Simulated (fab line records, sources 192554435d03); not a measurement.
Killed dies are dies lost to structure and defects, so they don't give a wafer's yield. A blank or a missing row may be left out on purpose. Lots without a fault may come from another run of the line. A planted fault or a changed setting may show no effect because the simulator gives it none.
Split-lot experiment | flow n5_finfet | 7 lots, 21 wafers read, on a route of 1938 steps

THE SPLIT
At N5_BEOL_M4_PECVD_72 (deposits SiO2 from TEOS/O2, target thk 16 nm, time 18 s), the setting time_s was moved away from the recipe's 18 s on 8 of the 21 wafers read, by -4.3% to +11.1%. The other wafers ran this setting at the recipe's value.

FROM THE SPLIT TO THE READING: what the file shows between them, 3 steps
- N5_BEOL_M4_HM_DEP_02: deposits TiN, target thk 20 nm
- N5_BEOL_M4_COAT_61: time 60 s, resist thk 60 nm
- N5_BEOL_M4_STRIP_97: strips in N2/H2, time 10 s

THE READING
SiO2_of_BEOL_M4_PECVD_72.thk_nm (the simulator's own value, which no gauge read), in nm, at N5_BEOL_M4_HM_STRIP_39 (strips TiN in peroxide tin strip, target depth 25 nm, time 158 s). The file gives no usual value for it. The 13 wafers here that ran the recipe average 16.0 nm, standard deviation 0.23 nm.

wafer  | tool, chamber at the split | time_s as run, s | against the recipe | SiO2_of_BEOL_M4_PECVD_72.thk_nm, nm | against lot-mates on the recipe
L082.4 | pecvd-03, 2                | 19.13            | +6.3%              | 16.2                                | no lot-mate on the recipe
L082.5 | pecvd-03, 1,0              | 19.13            | +6.3%              | 17                                  | no lot-mate on the recipe
L082.6 | pecvd-03, 1,0              | 19.13            | +6.3%              | 17                                  | no lot-mate on the recipe
L088.2 | pecvd-01, 2,1,2            | 18               | recipe             | 16                                  | -
L088.3 | pecvd-01, 2,1,2            | 18               | recipe             | 16                                  | -
L088.5 | pecvd-01, 2,1,2            | 18               | recipe             | 16.2                                | -
L092.3 | pecvd-02, 0                | 18               | recipe             | 15.8                                | -
L092.4 | pecvd-02, 1,0              | 19.45            | +8.1%              | 17.4                                | +1.6
L092.6 | pecvd-02, 1,0              | 19.45            | +8.1%              | 17.4                                | +1.6
L090.2 | pecvd-03, 1                | 18               | recipe             | 16.2                                | -
L090.4 | pecvd-03, 1                | 18               | recipe             | 16.4                                | -
L090.6 | pecvd-03, 2                | 19.58            | +8.8%              | 17.2                                | +0.9
L091.1 | pecvd-03, 0                | 18               | recipe             | 15.8                                | -
L091.4 | pecvd-03, 1                | 18               | recipe             | 16.4                                | -
L091.6 | pecvd-03, 0                | 17.23            | -4.3%              | 15.4                                | -0.7
L096.1 | pecvd-02, 1                | 19.99            | +11.1%             | 17.4                                | +1.4
L096.3 | pecvd-02, 2                | 18               | recipe             | 16                                  | -
L096.5 | pecvd-02, 2                | 18               | recipe             | 16                                  | -
L095.1 | pecvd-01, 2                | 18               | recipe             | 15.6                                | -
L095.2 | pecvd-01, 0                | 18               | recipe             | 15.8                                | -
L095.5 | pecvd-01, 0                | 18               | recipe             | 16.2                                | -
Where a row lists several chambers, the file gives one row for several wafers and doesn't say which wafer went through which chamber.

THE FIT
A straight line over all 21 wafers: SiO2_of_BEOL_M4_PECVD_72.thk_nm changes by +0.137 nm for each +1% of time_s; r = +0.91; the points scatter about the line by 0.27 nm.
The same after taking each lot's own level away (the mean of its wafers on the recipe; 18 wafers): +0.15 nm for each +1%; r = +0.93; scatter 0.25 nm.
On that fit, the largest move of time_s shifts the reading by 1.7 nm.
The lots' own levels span 15.80 to 16.30 nm, that is 2.1 times the standard deviation above.
So the lot-to-lot level changes the slope little: the two slopes agree.
Check: with one of the wafers moved furthest among these (+11.1%) left out of the fit, the line predicts +1.8 nm for it against its lot-mates. It came out at +1.4 nm against them.

THE WHOLE CHAIN: every reading that the file lists as answering this split, in the file's order
step                   | what it does                                                     | reading                                                                          | change (the file's fit)               | r (the file's)
N5_BEOL_M4_PECVD_72    | deposits SiO2 from TEOS/O2, target thk 16 nm, time 18 s          | SiO2_of_BEOL_M4_PECVD_72.thk_nm (the simulator's own value, which no gauge read) | +0.131 nm for each +1% of the setting | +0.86
N5_BEOL_M4_HM_STRIP_39 | strips TiN in peroxide tin strip, target depth 25 nm, time 158 s | SiO2_of_BEOL_M4_PECVD_72.thk_nm (the simulator's own value, which no gauge read) | +0.139 nm for each +1% of the setting | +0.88

THE FILE'S OWN FIT
SiO2_of_BEOL_M4_PECVD_72.thk_nm changes by +0.139 nm for each +1% of time_s, r = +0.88.
